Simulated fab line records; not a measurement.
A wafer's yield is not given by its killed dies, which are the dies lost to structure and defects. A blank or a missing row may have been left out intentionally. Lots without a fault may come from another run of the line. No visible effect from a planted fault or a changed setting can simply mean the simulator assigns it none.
Matching of chambers -- flow n5Finfet -- 4 sister chambers for N5_BEOL_M2_ETCH_74 on rieDiel-05
The step etches underlayer in N2/H2, target depth 6.5 nm, time 5.2 s. 4 wafers are shown with their chamber, then 11 later ones without.

## WAFERS WITH THEIR CHAMBER
wafer,chamber,showerheadPlenumPTorr (Torr)
L086.1,0,2.64
L086.4,2,2.71
L088.5,1,2.34
L094.1,3,2.61

## WAFERS MISSING THEIR CHAMBER
wafer,showerheadPlenumPTorr (Torr)
L094.2,2.33
L094.4,2.63
L095.2,2.70
L095.5,2.63
L095.6,2.33
L096.1,2.33
L096.2,2.63
L096.3,2.61
L097.2,2.63
L097.4,2.61
L097.6,2.33

## WHICH CHAMBER EACH WENT THROUGH
wafer,from the rows above,in truth
L094.2,1,1
L094.4,can't be placed: 0 or 3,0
L095.2,2,2
L095.5,can't be placed: 0 or 3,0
L095.6,1,1
L096.1,1,1
L096.2,can't be placed: 0 or 3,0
L096.3,3,3
L097.2,can't be placed: 0 or 3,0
L097.4,3,3
L097.6,1,1
7 of 11 placed correctly. Can't be placed from these rows: 4 (the true chamber is among the candidates in 4). Number placed wrongly: 0.
How it was worked out, from the rows above alone: a wafer's distance from a chamber is the root of the sum, over the readings, of the square of ((its reading less the chamber's mean) divided by the reading's scatter). If the next closest chamber is less than 2 further off than the closest, the wafer can't be placed; otherwise it belongs to the closest. For every chamber, the mean is computed from those of its wafers that are shown. The scatter: root of mean squared gap, hidden wafer to nearest shown wafer, with one shown wafer a chamber.
